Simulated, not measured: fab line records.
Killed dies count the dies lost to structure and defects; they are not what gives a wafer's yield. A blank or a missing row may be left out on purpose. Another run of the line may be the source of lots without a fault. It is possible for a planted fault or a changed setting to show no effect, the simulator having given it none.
Chamber matching :: flow nand harc :: NHARC_P_M2_ETCH_35 on rie diel-01: 4 sister chambers
The step etches the open film in N2/H2, target depth 40 nm, overetch 12 nm, time 43.94 s. 4 wafers are shown with their chamber, then 8 later ones without.

EACH WAFER AND ITS CHAMBER
wafer: L090.1
chamber: 1
showerhead plenum p Torr (Torr): 1.97

wafer: L090.5
chamber: 0
showerhead plenum p Torr (Torr): 2.06

wafer: L092.5
chamber: 3
showerhead plenum p Torr (Torr): 2.01

wafer: L094.2
chamber: 2
showerhead plenum p Torr (Torr): 2.02

WAFERS MISSING THEIR CHAMBER
wafer: L094.5
showerhead plenum p Torr (Torr): 2.06

wafer: L094.6
showerhead plenum p Torr (Torr): 2.01

wafer: L095.3
showerhead plenum p Torr (Torr): 1.96

wafer: L095.5
showerhead plenum p Torr (Torr): 2.02

wafer: L095.6
showerhead plenum p Torr (Torr): 2.01

wafer: L097.3
showerhead plenum p Torr (Torr): 1.96

wafer: L097.5
showerhead plenum p Torr (Torr): 2.01

wafer: L097.6
showerhead plenum p Torr (Torr): 1.96

WHICH CHAMBER EACH ONE RAN IN
wafer: L094.5
from the rows above: 0
in truth: 0

wafer: L094.6
from the rows above: can't be placed: 3 or 2
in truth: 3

wafer: L095.3
from the rows above: 1
in truth: 1

wafer: L095.5
from the rows above: can't be placed: 2 or 3
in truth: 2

wafer: L095.6
from the rows above: can't be placed: 3 or 2
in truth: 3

wafer: L097.3
from the rows above: 1
in truth: 1

wafer: L097.5
from the rows above: can't be placed: 3 or 2
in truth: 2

wafer: L097.6
from the rows above: 1
in truth: 1
Correctly placed: 4 of 8. Not placeable from these rows: 4 (in 4, the candidates include the true chamber). Number placed wrongly: 0.
How it was worked out, from the rows above alone: a wafer's distance from a chamber is the root of the sum, over the readings, of the square of ((its reading less the chamber's mean) divided by the reading's scatter). If the next closest chamber is less than 2 further off than the closest, the wafer can't be placed; otherwise it belongs to the closest. A chamber's mean is the mean of its shown wafers. The scatter: root of mean squared gap, hidden wafer to nearest shown wafer, with one shown wafer a chamber.
